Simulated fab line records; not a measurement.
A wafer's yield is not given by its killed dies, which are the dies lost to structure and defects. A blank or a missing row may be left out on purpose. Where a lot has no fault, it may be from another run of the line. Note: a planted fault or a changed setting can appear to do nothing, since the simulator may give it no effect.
Matching of chambers | flow nand harc | NHARC_A_STAIRCASE_ETCH_444 on rie diel-12: 4 sister chambers
The step etches the open film in C4F8/O2, target depth 10200 nm, time 3400 s. 8 wafers are shown with their chamber, then 11 later ones without.

== WAFERS WITH THEIR CHAMBER ==
wafer  | chamber | rf vpp V (V) | oes product au (a.u.)
L081.1 | 0       | 807          | 0.911
L081.2 | 1       | 800          | 0.921
L083.2 | 0       | 806          | 0.927
L083.4 | 1       | 800          | 0.906
L083.1 | 3       | 811          | 0.923
L083.5 | 2       | 805          | 0.925
L083.6 | 3       | 810          | 0.928
L086.1 | 2       | 806          | 0.930

== WAFERS MISSING THEIR CHAMBER ==
wafer  | rf vpp V (V) | oes product au (a.u.)
L086.3 | 801          | 0.921
L086.5 | 801          | 0.915
L093.2 | 800          | 0.913
L093.3 | 806          | 0.920
L093.6 | 811          | 0.915
L097.2 | 812          | 0.940
L097.3 | 806          | 0.936
L097.6 | 810          | 0.930
L097.1 | 800          | 0.926
L097.4 | 804          | 0.919
L097.5 | 807          | 0.932

== THE CHAMBER EACH PASSED THROUGH ==
wafer  | from the rows above     | in truth
L086.3 | 1                       | 1
L086.5 | 1                       | 1
L093.2 | 1                       | 1
L093.3 | can't be placed: 0 or 2 | 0
L093.6 | 3                       | 3
L097.2 | 3                       | 3
L097.3 | can't be placed: 2 or 0 | 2
L097.6 | 3                       | 3
L097.1 | 1                       | 1
L097.4 | can't be placed: 2 or 0 | 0
L097.5 | can't be placed: 0 or 2 | 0
Placed correctly: 7 of 11. Can't be placed from these rows: 4 (the true chamber is among the candidates in 4). Wrongly placed: 0.
How it was worked out, from the rows above alone: a wafer's distance from a chamber is the root of the sum, over the readings, of the square of ((its reading less the chamber's mean) divided by the reading's scatter). If the next closest chamber is less than 2 further off than the closest, the wafer can't be placed; otherwise it belongs to the closest. The mean given for a chamber averages the wafers shown for that chamber. How the scatter is found: for the shown wafers, subtract from each reading the mean of its chamber, square and add these, divide the total by (wafers less chambers), then take the root.
